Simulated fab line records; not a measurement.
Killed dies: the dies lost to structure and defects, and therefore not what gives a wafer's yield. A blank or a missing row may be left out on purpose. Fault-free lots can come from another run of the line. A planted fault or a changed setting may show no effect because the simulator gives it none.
fab line records	flow nand-harc	part 1 of 2: steps 1 to 3 of 6
record: lots: 23	wafers: 69	last-day: 34
route steps=1302 shown A_STAIRCASE@710
lots that met no fault: from a run of the same line without faults
start-h: hours from the record's first day to the start of the lot's first wafer shown	wait-h: how many hours have passed since the lot's step before this one	" unchanged from the row above	L1.1+2: a row that stands for several wafers	- value missing, or start not given	* or withheld: withheld	< > ~ a bound
route shown NAME@n: names a module that has steps shown in the file, with the first one's number in the route	usual: mean/standard deviation taken from wafers without a fault	same: alike in all rows	chamber/n: place in a boat	sites: each site's reading	_std_site: standard deviation across them	_edge_site: outer sites' mean less inner sites'	radius-mm: how far each site lies from the wafer's centre	mask NAME#n: copy n	behind: the last tool/chamber to shape the wafer	hold: why the lot went on hold/how many hours it stayed there/how the hold came to an end	device: the n, p or np transistor that did not switch	end of line: tests run on the same wafers once the route is complete	where a step has no rows: the recipe by itself	killed: not the wafer's yield, but the dies lost to structure and defects at the first sort	map: shows each die of a wafer: x if killed, . if not, _ if none is there
set.NAME: the setting that was run; set.NAME@STEP: the one run at that earlier step	model.NAME: the simulator's own value behind a step, which no gauge read
the route's steps for a sample of lots (tables are steps, rows are wafers)
services: the hour from which a tool's chamber was out of use, counted from the record's first day as start-h (under 0 if before that day), plus the number of hours and why
== steps ==
step: NHARC_A_STAIRCASE_TRIM_196
recipe: time-s: 211.2	o2-flow-sccm: 500	ar-flow-sccm: 0	bias-w: 0	chemistry: O2
usual: drypump-motor-current-A: 5.7/0.47	mfc-ar-sccm: 0.002/0.0043	oes-product-au: 1.001/0.0098	rf-vpp-V: 57.8/0.92	showerhead-plenum-p-Torr: 3.54/0.18	throttle-valve-pct: 17.037/0.0099
lot.wafer	tool	chamber	start-h	wait-h	drypump-motor-current-A	mfc-ar-sccm	oes-product-au	rf-hours-counter-h	rf-vpp-V	showerhead-plenum-p-Torr	throttle-valve-pct
L074.2	rie-diel-11	2	357.53	0.1	5.8	0	0.987	25	57.7	3.73	17.030
L074.4	"	0	"	"	5.7	0.016	1.005	37	57.2	3.29	17.050
L074.5	"	2	"	"	5.8	0	0.991	-	57.9	3.73	17.023
L075.2	rie-diel-13	2	370.23	0.1	5.6	0	1.011	4	58.5	3.64	17.030
L075.3	"	1	"	"	5.1	0	1.004	4	58.4	3.78	17.034
L075.5	"	2	"	"	5.6	0	1.012	-	58.3	3.64	17.030
L076.4	rie-diel-13	0	388.08	0.1	6.1	0	1.017	9	58.4	3.52	17.044
L076.1	"	1	"	"	5.2	0	1.002	8	59.6	3.78	17.034
L076.2	"	2	"	"	5.6	0	1.001	8	57.7	3.64	17.027
L077.2	rie-diel-11	0	389.11	0.1	5.7	0.016	1.017	50	56.1	3.28	17.038
L077.4	"	3	"	"	5.2	0	1.006	46	58.4	3.75	17.059
L077.6	"	0	"	"	5.7	0.016	1.005	-	58.2	3.28	17.037
L078.2	rie-diel-04	2	399.59	0.1	5.3	0.002	1.008	9	56.7	3.29	17.053
L078.3	"	0	"	"	6.3	0	0.993	9	57.5	3.57	17.033
L078.6	"	2	"	"	5.3	0.002	1.003	-	57.4	3.29	17.034
L080.4	rie-diel-04	3	424.53	0.1	5.2	0	0.992	19	58.0	3.33	17.045
L080.3	"	0	"	"	6.3	0	0.986	20	58.5	3.56	17.037
L080.6	"	2	"	"	5.3	0.002	1.001	-	58.6	3.28	17.056
L079.2	rie-diel-13	2	424.57	0.1	5.6	0	0.998	21	60.0	3.63	17.019
L079.6	"	2	"	"	5.6	0	1.007	-	59.0	3.63	17.032
L079.4	"	3	"	"	6.4	0.006	1.019	-	57.8	3.29	17.044
L081.1	rie-diel-04	1	433.26	0.1	5.0	0	1.017	22	58.9	3.64	17.031
L081.5	"	2	"	"	5.3	0.002	0.994	-	55.9	3.28	17.044
L081.6	"	3	"	"	5.2	0	0.984	-	58.4	3.33	17.028
L082.2	rie-diel-04	1	442.96	0.2	5.0	0	1.011	25	58.7	3.64	17.037
L082.5	"	1	"	"	5.0	0	1.014	-	57.6	3.64	17.024
L082.6	"	2	"	"	5.3	0.002	0.987	-	56.4	3.28	17.020
L083.1	rie-diel-11	1	453.12	0.1	5.7	0	0.996	6	57.1	3.40	17.007
L083.4	"	2	"	"	5.8	0	0.999	5	58.8	3.72	17.023
L083.6	"	0	"	"	5.7	0.016	0.998	-	59.3	3.80	17.045
L084.4	rie-diel-13	2	463.03	0.1	5.6	0	1.000	41	59.7	3.62	17.017
L084.5	"	0	"	"	6.1	0	0.998	-	57.5	3.50	17.043
L084.6	"	1	"	"	5.1	0	0.994	-	58.3	3.76	17.046
L085.2	rie-diel-13	3	463.61	0.1	6.4	0.006	1.015	39	58.5	3.28	17.041
L085.3	"	0	"	"	6.1	0	1.008	41	58.2	3.50	17.043
L085.5	"	0	"	"	6.1	0	1.013	-	58.0	3.50	17.055
L087.3	rie-diel-11	3	477.24	0.1	5.2	0	0.989	11	57.5	3.74	17.035
L087.5	"	2	"	"	5.9	0	1.019	-	58.1	3.71	17.035
L087.6	"	3	"	"	5.3	0	0.987	-	59.0	3.74	17.037
L086.2	rie-diel-13	0	478.87	0.1	6.1	0	1.006	48	57.6	3.50	17.030
L086.3	"	1	"	"	5.1	0	0.991	37	58.6	3.76	17.018
L086.6	"	3	"	"	6.4	0.006	1.008	-	57.4	3.28	17.037
L088.3	rie-diel-13	3	500.95	0.1	6.4	0.006	1.006	51	58.0	3.28	17.050
L088.4	"	1	"	"	5.1	0	0.982	41	57.4	3.76	17.038
L088.6	"	3	"	"	6.4	0.006	1.019	-	55.3	3.28	17.051
L089.3	rie-diel-11	1	517.83	0.1	5.7	0	1.000	26	56.6	3.39	17.040
L089.2	"	2	"	"	5.8	0	0.987	25	58.1	3.70	17.054
L089.6	"	3	"	"	5.2	0	0.989	-	59.5	3.73	17.022
L090.1	rie-diel-13	0	518.02	0.1	6.1	0	1.002	57	57.7	3.49	17.025
L090.2	"	1	"	"	5.1	0	0.985	46	57.6	3.75	17.046
L090.6	"	0	"	"	6.1	0	1.001	-	57.4	3.49	17.019
L092.1	rie-diel-11	2	544.87	0.1	5.8	0	1.005	42	59.1	3.70	17.031
L092.2	"	3	"	"	5.2	0	0.992	43	58.9	3.72	17.053
L092.6	"	3	"	"	5.2	0	0.978	-	56.2	3.72	17.032
L091.2	rie-diel-04	0	544.92	0.1	6.3	0	1.000	1	58.9	3.55	17.025
L091.3	"	3	"	"	5.2	0	0.995	1	56.5	3.32	17.036
L091.6	"	3	"	"	5.2	0	0.987	-	56.3	3.32	17.034
L093.4	rie-diel-13	0	555.19	0.1	6.1	0	1.005	9	56.9	3.49	17.036
L093.3	"	2	"	"	5.6	0	1.015	9	58.2	3.60	17.046
L093.2	"	3	"	"	6.4	0.006	1.005	8	58.1	3.80	17.030
L094.2	rie-diel-13	0	585.70	0.1	6.2	0	1.018	14	58.5	3.49	17.059
L094.1	"	1	"	"	5.1	0	1.001	10	58.6	3.74	17.050
L094.5	"	3	"	"	6.4	0.006	1.012	-	57.8	3.80	17.024
L096.3	rie-diel-04	1	591.53	0.1	5.0	0	0.999	14	59.4	3.61	17.038
L096.1	"	0	"	"	6.3	0	1.003	17	57.3	3.54	17.043
L096.4	"	3	"	"	5.2	0	0.992	-	58.1	3.31	17.055
L097.2	rie-diel-04	0	602.55	0.1	6.3	0	0.995	20	57.3	3.53	17.035
L097.5	"	3	"	"	5.2	0	0.991	-	57.4	3.31	17.032
L097.6	"	0	"	"	6.3	0	1.001	-	57.1	3.53	17.039
step: NHARC_A_STAIRCASE_ETCH_199
recipe: target-depth-a: 1000	time-s: 40.5	ion-energy-ev: 400	c4f8-flow-sccm: 20	o2-flow-sccm: 10	ar-flow-sccm: withheld	rf-w: 600	bias-w: 1000	chemistry: C4F8/O2
usual: oes-product-au: 0.942/0.012	rf-vpp-V: 897/6.6
lot.wafer	tool	chamber	start-h	wait-h	oes-product-au	rf-hours-counter-h	rf-vpp-V
L074.2	rie-diel-11	1	-	-	0.933	31	892
L074.4	"	3	"	"	0.948	35	905
L074.5	"	1	"	"	0.932	-	892
L075.2	rie-diel-13	3	-	-	0.955	6	889
L075.3	"	0	"	"	0.958	6	897
L075.5	"	3	"	"	0.954	-	887
L076.4	rie-diel-13	1	-	-	0.952	8	905
L076.2	"	2	"	"	0.967	8	899
L076.1	"	0	"	"	0.955	9	897
L077.4	rie-diel-11	0	-	-	0.942	51	887
L077.2	"	1	"	"	0.949	47	892
L077.6	"	1	"	"	0.947	-	892
L078.2	rie-diel-04	1	-	-	0.968	10	900
L078.3	"	2	"	"	0.942	10	888
L078.6	"	1	"	"	0.962	-	900
L080.3	rie-diel-04	3	-	-	0.923	19	889
L080.4	"	0	"	"	0.940	20	896
L080.6	"	2	"	"	0.943	-	887
L079.2	rie-diel-13	0	-	-	0.958	23	894
L079.6	"	2	"	"	0.951	-	900
L079.4	"	3	"	"	0.954	-	888
L081.1	rie-diel-04	2	-	-	0.947	21	887
L081.6	"	1	"	"	0.969	-	900
L081.5	"	2	"	"	0.950	-	886
L082.2	rie-diel-04	3	-	-	0.946	27	889
L082.5	"	2	"	"	0.937	-	886
L082.6	"	3	"	"	0.945	-	888
L083.4	rie-diel-11	0	-	-	0.947	6	907
L083.1	"	3	"	"	0.923	5	904
L083.6	"	0	"	"	0.953	-	907
L084.4	rie-diel-13	0	-	-	0.948	41	895
L084.6	"	1	"	"	0.927	-	904
L084.5	"	2	"	"	0.937	-	900
L085.2	rie-diel-13	0	-	-	0.950	41	895
L085.3	"	3	"	"	0.949	39	887
L085.5	"	0	"	"	0.957	-	896
L087.3	rie-diel-11	0	-	-	0.953	13	904
L087.5	"	2	"	"	0.934	-	901
L087.6	"	3	"	"	0.934	-	904
L086.3	rie-diel-13	0	-	-	0.953	49	895
L086.2	"	3	"	"	0.945	45	887
L086.6	"	0	"	"	0.952	-	893
L088.4	rie-diel-13	0	-	-	0.936	53	894
L088.3	"	3	"	"	0.933	51	886
L088.6	"	0	"	"	0.937	-	895
L089.2	rie-diel-11	0	-	-	0.966	18	905
L089.3	"	1	"	"	0.930	27	890
L089.6	"	3	"	"	0.948	-	903
L090.2	rie-diel-13	1	-	-	0.900	47	905
L090.1	"	3	"	"	0.923	57	885
L090.6	"	2	"	"	0.925	-	899
L092.2	rie-diel-11	0	-	-	0.939	30	906
L092.1	"	1	"	"	0.944	39	890
L092.6	"	2	"	"	0.956	-	901
L091.2	rie-diel-04	0	-	-	0.950	1	896
L091.3	"	3	"	"	0.948	1	887
L091.6	"	0	"	"	0.949	-	897
L093.4	rie-diel-13	2	-	-	0.951	9	899
L093.3	"	3	"	"	0.961	8	904
L093.2	"	1	"	"	0.943	5	904
L094.2	rie-diel-13	0	-	-	0.934	14	895
L094.1	"	2	"	"	0.938	13	898
L094.5	"	0	"	"	0.941	-	893
L096.1	rie-diel-04	3	-	-	0.924	11	888
L096.3	"	0	"	"	0.939	17	897
L096.4	"	3	"	"	0.932	-	888
L097.2	rie-diel-04	1	-	-	0.944	17	898
L097.6	"	3	"	"	0.931	-	888
L097.5	"	0	"	"	0.936	-	896
step: NHARC_A_STAIRCASE_TRIM_220
recipe: time-s: 211.2	o2-flow-sccm: 500	ar-flow-sccm: 0	bias-w: 0	chemistry: O2
usual: drypump-motor-current-A: 5.7/0.46	mfc-ar-sccm: 0.002/0.0047	oes-product-au: 0.998/0.0077	rf-vpp-V: 57.9/0.95	showerhead-plenum-p-Torr: 3.55/0.17	throttle-valve-pct: 17.037/0.0095
lot.wafer	tool	chamber	start-h	wait-h	drypump-motor-current-A	mfc-ar-sccm	oes-product-au	rf-hours-counter-h	rf-vpp-V	showerhead-plenum-p-Torr	throttle-valve-pct
L074.4	rie-diel-11	1	362.35	0.1	5.7	0	0.993	35	57.5	3.42	17.036
L074.2	"	0	"	"	5.7	0.016	0.997	39	58.1	3.29	17.036
L074.5	"	2	"	"	5.8	0	0.995	-	58.8	3.73	17.042
L075.3	rie-diel-11	2	372.90	0.1	5.8	0	0.989	34	59.8	3.73	17.045
L075.2	"	3	"	"	5.2	0	1.002	41	58.0	3.76	17.021
L075.5	"	2	"	"	5.8	0	0.980	-	58.1	3.73	17.038
L076.2	rie-diel-11	0	390.76	0.1	5.7	0.016	0.997	51	57.4	3.28	17.033
L076.4	"	1	"	"	5.7	0	0.988	47	56.4	3.41	17.043
L076.1	"	2	"	"	5.8	0	0.991	39	56.5	3.73	17.036
L077.2	rie-diel-11	0	391.80	0.1	5.7	0.016	1.002	51	56.0	3.28	17.037
L077.4	"	1	"	"	5.7	0	0.996	47	56.0	3.41	17.037
L077.6	"	3	"	"	5.2	0	1.004	-	56.5	3.75	17.039
L078.3	rie-diel-13	3	402.15	0.1	6.4	0.006	1.002	13	57.7	3.30	17.054
L078.2	"	1	"	"	5.2	0	0.983	14	58.5	3.77	17.039
L078.6	"	3	"	"	6.4	0.006	0.991	-	56.5	3.30	17.037
L080.3	rie-diel-04	1	427.05	0.1	5.0	0	1.003	18	58.9	3.64	17.042
L080.4	"	2	"	"	5.3	0.002	0.989	17	58.0	3.28	17.020
L080.6	"	1	"	"	5.0	0	1.004	-	58.1	3.64	17.027
L079.4	rie-diel-04	1	428.37	0.2	5.0	0	1.015	19	57.8	3.64	17.042
L079.2	"	2	"	"	5.3	0.002	0.993	18	56.6	3.28	17.026
L079.6	"	0	"	"	6.3	0	0.994	-	57.7	3.56	17.026
L081.1	rie-diel-13	0	436.53	0.1	6.1	0	1.009	29	56.8	3.51	17.027
L081.6	"	3	"	"	6.4	0.006	1.002	-	56.9	3.29	17.024
L081.5	"	0	"	"	6.1	0	0.999	-	58.4	3.51	17.050
L082.2	rie-diel-13	3	445.72	0.1	6.4	0.006	1.009	30	58.0	3.29	17.025
L082.6	"	2	"	"	5.6	0	1.000	-	57.0	3.63	17.053
L082.5	"	3	"	"	6.4	0.006	1.005	-	57.0	3.29	17.049
L083.4	rie-diel-13	1	455.91	0.1	5.1	0	0.992	25	58.6	3.77	17.046
L083.1	"	0	"	"	6.1	0	1.008	37	56.2	3.51	17.031
L083.6	"	2	"	"	5.6	0	1.007	-	58.6	3.62	17.016
L084.4	rie-diel-04	2	465.98	0.1	5.3	0.002	0.990	28	56.2	3.28	17.030
L084.5	"	3	"	"	5.2	0	1.001	-	58.6	3.32	17.028
L084.6	"	0	"	"	6.2	0	0.985	-	56.1	3.55	17.035
L085.3	rie-diel-04	1	466.40	0.1	5.0	0	1.010	36	58.1	3.63	17.046
L085.2	"	2	"	"	5.3	0.002	1.001	28	56.2	3.28	17.039
L085.5	"	0	"	"	6.3	0	1.005	-	58.2	3.55	17.031
L087.3	rie-diel-04	1	479.90	0.1	5.0	0	1.011	41	57.8	3.63	17.048
L087.5	"	3	"	"	5.2	0	0.993	-	56.9	3.32	17.034
L087.6	"	0	"	"	6.3	0	0.999	-	57.6	3.55	17.038
L086.2	rie-diel-04	3	481.62	0.1	5.2	0	1.000	40	56.2	3.32	17.042
L086.3	"	2	"	"	5.3	0.002	1.000	32	57.9	3.27	17.043
L086.6	"	3	"	"	5.2	0	0.995	-	56.7	3.32	17.038
L088.4	rie-diel-13	3	503.47	0.1	6.4	0.006	1.008	52	57.6	3.28	17.031
L088.3	"	1	"	"	5.1	0	0.987	42	57.9	3.76	17.034
L088.6	"	3	"	"	6.4	0.006	1.007	-	56.3	3.28	17.040
L089.2	rie-diel-04	1	520.46	0.1	5.0	0	1.005	50	59.0	3.62	17.035
L089.3	"	2	"	"	5.3	0.002	0.998	41	55.6	3.27	17.037
L089.6	"	0	"	"	6.3	0	0.992	-	58.6	3.55	17.028
L090.1	rie-diel-11	2	521.36	0.1	5.8	0	0.989	27	57.6	3.70	17.052
L090.2	"	3	"	"	5.2	0	0.994	29	58.8	3.73	17.040
L090.6	"	2	"	"	5.8	0	0.997	-	57.9	3.70	17.045
L092.2	rie-diel-11	1	547.63	0.1	5.7	0	1.003	40	57.1	3.38	17.036
L092.1	"	2	"	"	5.8	0	0.999	42	58.7	3.70	17.024
L092.6	"	1	"	"	5.7	0	1.005	-	56.9	3.38	17.043
L091.3	rie-diel-13	3	548.01	0.1	6.4	0.006	1.006	7	59.2	3.80	17.039
L091.2	"	1	"	"	5.2	0	0.994	3	59.3	3.75	17.048
L091.6	"	3	"	"	6.4	0.006	1.006	-	59.8	3.80	17.039
L093.3	rie-diel-11	2	558.34	0.1	5.8	0	1.002	46	57.8	3.69	17.034
L093.2	"	3	"	"	5.2	0	0.997	47	57.5	3.72	17.045
L093.4	"	2	"	"	5.8	0	0.996	-	59.3	3.69	17.041
L094.2	rie-diel-04	1	588.75	0.4	5.0	0	0.997	13	57.6	3.61	17.032
L094.1	"	0	"	"	6.3	0	0.995	15	57.9	3.54	17.053
L094.5	"	1	"	"	5.0	0	0.994	-	60.2	3.61	17.056
L096.1	rie-diel-13	0	594.74	0.1	6.1	0	0.994	20	56.1	3.48	17.030
L096.4	"	2	"	"	5.6	0	1.003	20	57.7	3.60	17.035
L096.3	"	3	"	"	6.4	0.006	1.003	19	59.0	3.80	17.031
L097.2	rie-diel-11	2	605.11	0.1	5.8	0	1.002	60	57.8	3.69	17.043
L097.6	"	2	"	"	5.8	0	1.005	-	57.7	3.69	17.040
L097.5	"	3	"	"	5.2	0	1.000	-	59.4	3.71	17.046
